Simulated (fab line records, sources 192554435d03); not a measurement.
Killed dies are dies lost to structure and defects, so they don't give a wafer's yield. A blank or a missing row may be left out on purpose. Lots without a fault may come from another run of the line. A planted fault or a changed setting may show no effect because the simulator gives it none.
Which tool did it? | flow n5_finfet | 10 lots, 30 wafers sampled, at 5 steps of a route of 1938

WHAT THE GAUGES READ, wafer by wafer
N5_BEOL_M0_SAQP_OVL_MEAS_41. Usual: M0_CUT1_OVL -0.7 nm, standard deviation 0.72.
lot  | measured     | on         | M0_CUT1_OVL (nm) | flag
L157 | day 6 14:22  | overlay-02 | -0.2 -0.3 -1.1   |
L156 | day 6 14:51  | overlay-02 | -0.4 -1.5 -0.3   |
L159 | day 6 15:13  | overlay-01 | 0.4 0.3 -1.3     |
L160 | day 7 00:18  | overlay-02 | -0.3 -0.3 0.1    |
L161 | day 7 05:28  | overlay-02 | -1.6 -0.7 -1.1   |
L162 | day 7 09:30  | overlay-02 | -0.9 -0.5 -0.7   |
L165 | day 8 03:58  | overlay-01 | -1.2 -1.0 -1.8   |
L175 | day 10 18:34 | overlay-01 | -0.4 -0.7 -1.9   |
L176 | day 10 21:05 | overlay-02 | -0.3 -0.4 -1.1   |
L177 | day 11 07:14 | overlay-02 | -0.2 0.2 0.3     |

N5_BEOL_M0_CUTY_OVL_MEAS_58. Usual: M0_ABLK_OVL -0.2 nm, standard deviation 0.67.
lot  | measured     | on         | M0_ABLK_OVL (nm) | flag
L157 | day 6 16:32  | overlay-01 | 0.1 -0.7 -1.1    |
L156 | day 6 17:05  | overlay-01 | -1.1 -0.8 -0.4   |
L159 | day 6 17:47  | overlay-02 | -1.2 -0.6 -0.2   |
L160 | day 7 01:54  | overlay-02 | 0.3 0.6 -1.5     |
L161 | day 7 07:05  | overlay-01 | -1.2 0.0 -0.3    |
L162 | day 7 11:10  | overlay-02 | -0.7 -0.5 -0.9   |
L165 | day 8 06:41  | overlay-02 | -0.7 0.2 -0.6    |
L175 | day 10 19:59 | overlay-02 | -1.1 0.0 -0.3    |
L176 | day 10 22:34 | overlay-01 | -0.2 -0.8 0.3    |
L177 | day 11 08:32 | overlay-02 | -0.2 0.6 -1.1    |

N5_BEOL_M0_OCD_MEAS_108. Usual: trench_depth_nm 32.4 nm, standard deviation 0.76.
lot  | measured     | on     | trench_depth_nm (nm) | flag
L157 | day 6 17:25  | ocd-01 | 32.5 32.9 31.6       |
L156 | day 6 17:55  | ocd-02 | 31.9 31.2 32.6       |
L159 | day 6 18:44  | ocd-02 | 30.8 32.8 30.4       |
L160 | day 7 02:45  | ocd-01 | 32.6 31.7 32.3       |
L161 | day 7 09:14  | ocd-01 | 32.4 32.8 31.1       |
L162 | day 7 17:19  | ocd-01 | 33.1 32.4 32.9       |
L165 | day 8 07:52  | ocd-01 | 33.6 32.7 32.7       |
L175 | day 11 01:16 | ocd-01 | 32.2 33.0 32.1       |
L176 | day 11 01:25 | ocd-02 | 31.1 32.5 33.5       |
L177 | day 11 10:09 | ocd-01 | 34.3 32.4 33.5       |

N5_BEOL_M4_RC_MEAS_101. Usual: DIBL_N 36.5 mV/V, standard deviation 2; DIBL_P 36.5 mV/V, standard deviation 2.3; IOFF_N 0.16 nA/um, standard deviation 0.036; IOFF_P 0.21 nA/um, standard deviation 0.037; ION_N 672 uA/um, standard deviation 12; ION_P 459 uA/um, standard deviation 7.1; SS_N 71.6 mV/dec, standard deviation 0.73; SS_P 73.4 mV/dec, standard deviation 0.76; VT_N 250 mV, standard deviation 3.3; VT_P -250.5 mV, standard deviation 2.9.
lot  | measured     | on        | DIBL_N (mV/V)  | DIBL_P (mV/V)  | IOFF_N (nA/um) | IOFF_P (nA/um) | ION_N (uA/um) | ION_P (uA/um) | SS_N (mV/dec)  | SS_P (mV/dec)  | VT_N (mV)   | VT_P (mV)            | flag
L157 | day 8 18:32  | prober-01 | 36.6 36.1 38.4 | 33.7 33.6 36.9 | 0.13 0.13 0.17 | 0.17 0.18 0.22 | 661 668 687   | 458 455 471   | 71.9 70.7 72.0 | 72.1 72.0 73.1 | 251 251 245 | -253.6 -250.0 -247.1 |
L156 | day 8 23:19  | prober-02 | 37.5 39.7 38.2 | 37.7 40.1 38.4 | 0.16 0.20 0.17 | 0.22 0.25 0.23 | 672 676 673   | 459 464 461   | 71.8 72.6 72.1 | 74.5 74.9 74.8 | 248 248 250 | -247.8 -246.5 -249.2 |
L159 | day 9 07:25  | prober-01 | 40.0 40.9 35.9 | 39.5 41.1 34.9 | 0.23 0.25 0.14 | 0.28 0.32 0.19 | 695 679 657   | 472 457 451   | 72.2 72.4 71.0 | 74.4 74.7 73.1 | 246 245 251 | -246.4 -248.5 -251.8 |
L160 | day 9 02:56  | prober-01 | 32.9 36.0 31.2 | 33.3 36.4 31.0 | 0.11 0.15 0.10 | 0.17 0.21 0.14 | 671 682 672   | 465 468 465   | 70.6 70.7 69.7 | 72.2 73.5 72.0 | 253 249 257 | -255.8 -247.8 -254.7 |
L161 | day 9 09:58  | prober-02 | 37.3 36.1 35.4 | 35.9 35.1 33.9 | 0.20 0.18 0.17 | 0.24 0.24 0.21 | 665 679 689   | 450 467 470   | 71.8 71.3 71.3 | 73.2 73.1 73.8 | 244 249 246 | -250.3 -250.9 -248.8 |
L162 | day 10 07:19 | prober-01 | 36.5 38.1 37.2 | 35.9 39.1 37.3 | 0.14 0.18 0.16 | 0.19 0.24 0.21 | 661 683 671   | 453 469 459   | 72.5 72.6 72.4 | 72.6 73.7 73.2 | 251 249 249 | -252.4 -247.1 -249.2 |
L165 | day 10 13:52 | prober-01 | 34.3 33.8 31.9 | 35.4 33.2 32.0 | 0.13 0.11 0.10 | 0.20 0.16 0.16 | 664 630 658   | 462 439 459   | 71.3 72.2 71.1 | 72.5 72.7 72.3 | 253 259 255 | -249.4 -255.7 -251.8 |
L175 | day 13 10:04 | prober-02 | 36.7 38.1 38.2 | 36.8 38.8 38.9 | 0.15 0.17 0.17 | 0.20 0.22 0.23 | 670 671 678   | 454 458 458   | 71.4 71.5 72.2 | 73.5 73.9 73.0 | 253 248 249 | -255.1 -251.8 -251.8 |
L176 | day 13 09:34 | prober-01 | 39.5 36.8 34.2 | 41.0 37.8 34.2 | 0.23 0.18 0.12 | 0.29 0.24 0.17 | 697 688 664   | 475 464 459   | 71.6 71.4 71.0 | 74.7 73.5 72.8 | 243 246 254 | -246.4 -246.8 -250.7 |
L177 | day 13 21:25 | prober-01 | 38.1 37.5 37.7 | 41.2 39.5 39.4 | 0.24 0.21 0.21 | 0.30 0.26 0.26 | 691 684 661   | 474 467 449   | 72.1 71.8 72.3 | 73.9 74.3 74.0 | 243 248 247 | -243.0 -246.6 -245.4 |

WHICH TOOL RAN EACH LOT (tool, then ch and the chambers of the sampled wafers, then the start)
lot  | N5_BEOL_M0_CUTY_ETCH_63
L157 | rie_diel-05 ch 0,1, day 6 16:44
L156 | rie_diel-05 ch 0,1,3, day 6 17:13
L159 | rie_diel-06 ch 2,3, day 6 17:58
L160 | rie_diel-06 ch 1,2, day 7 02:02
L161 | rie_diel-06 ch 0,1,3, day 7 07:14
L162 | rie_diel-06 ch 0,1,3, day 7 11:52
L165 | rie_diel-01 ch 0,2, day 8 06:49
L175 | rie_diel-06 ch 2,3, day 10 20:08
L176 | rie_diel-06 ch 1,2,3, day 10 22:46
L177 | rie_diel-01 ch 2,3, day 11 08:52
- N5_BEOL_M0_CUTY_ETCH_63: etches SOC in N2/H2, target depth 82.7 nm, overetch 16.5 nm, time 124 s.

WHAT THE TOOLS THEMSELVES READ (means of the sampled wafers that have a number; where no wafer has one, the mark that the record gives instead)
N5_BEOL_M0_CUTY_ETCH_63. Usual: bias_w 150.0 W, standard deviation 0.5; drypump_motor_current_A 5.8 A, standard deviation 0.61; oes_product_au 0.64 a.u., standard deviation 0.064; rf_fwd_power_W 836.8 W, standard deviation 2.8; rf_vpp_V 523.2 V, standard deviation 2.4; showerhead_plenum_p_Torr 2.52 Torr, standard deviation 0.083; throttle_valve_pct 17.84 %, standard deviation 0.18.
lot  | tool        | bias_w (W) | drypump_motor_current_A (A) | oes_product_au (a.u.) | rf_fwd_power_W (W) | rf_vpp_V (V) | showerhead_plenum_p_Torr (Torr) | throttle_valve_pct (%) | flag
L157 | rie_diel-05 | 150.1      | 5.5                         | 0.61                  | 834.9              | 525.2        | 2.59                            | 17.96                  |
L156 | rie_diel-05 | 149.8      | 6.0                         | 0.62                  | 834.7              | 522.8        | 2.52                            | 17.98                  |
L159 | rie_diel-06 | 150.5      | 5.0                         | 0.66                  | 838.4              | 522.6        | 2.47                            | 17.72                  |
L160 | rie_diel-06 | 149.9      | 5.6                         | 0.61                  | 837.0              | 524.4        | 2.57                            | 17.84                  |
L161 | rie_diel-06 | 149.6      | 5.7                         | 0.60                  | 834.2              | 522.6        | 2.51                            | 17.92                  |
L162 | rie_diel-06 | 150.1      | 5.7                         | 0.60                  | 836.8              | 522.4        | 2.51                            | 17.93                  |
L165 | rie_diel-01 | 149.4      | 6.5                         | 0.70                  | 834.7              | 524.9        | 2.60                            | 17.69                  |
L175 | rie_diel-06 | 150.2      | 5.1                         | 0.65                  | 1039.9             | 485.1        | 2.46                            | 17.70                  | OFF
L176 | rie_diel-06 | 149.8      | 5.3                         | 0.68                  | 1038.1             | 486.6        | 2.51                            | 17.69                  | OFF
L177 | rie_diel-01 | 150.6      | 6.2                         | 0.72                  | 836.5              | 524.6        | 2.58                            | 17.54                  |

THE ANSWER, worked out from the rows above alone
Rule: a lot is off if the mean of its wafers that have a number lies more than 3 standard deviations from the usual mean. A lot without any number at a reading at which 4 lots or more have one is off too. The other lots that the step has rows for count as sound. The gauges are gone through in route order, then the tools' own readings, and for those a lot's mean is taken as printed above. The first step at which some lot is off is used, and at that step the reading that is off furthest; a lot without a number counts as furthest.
Off: L175, L176, at N5_BEOL_M0_CUTY_ETCH_63 (rf_fwd_power_W).
A tool fits if, at that step or a process step before it, it ran every lot that is off, and no sound lot after the first of them. One fits: rie_diel-06 at N5_BEOL_M0_CUTY_ETCH_63. Its last sound lot is L162 (day 7 11:52), its first lot that is off L175 (day 10 20:08): a fault that began between those two fits.
The tool's own readings at N5_BEOL_M0_CUTY_ETCH_63 bear it out: on the lots that are off they differ by more than 5 times the standard deviation of the sound lots' means. rf_fwd_power_W reads 1039.0 W there against 835.9 W on the sound lots; rf_vpp_V reads 485.9 V there against 523.7 V on the sound lots.

WHAT THE SIMULATOR HAD PUT IN
Process parameter drift: rie_diel-06, from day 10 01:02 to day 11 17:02, at N5_BEOL_M0_CUTY_ETCH_63. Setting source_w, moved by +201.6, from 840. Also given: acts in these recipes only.
Lots struck among those shown: L175, L176. The rule above found the same.
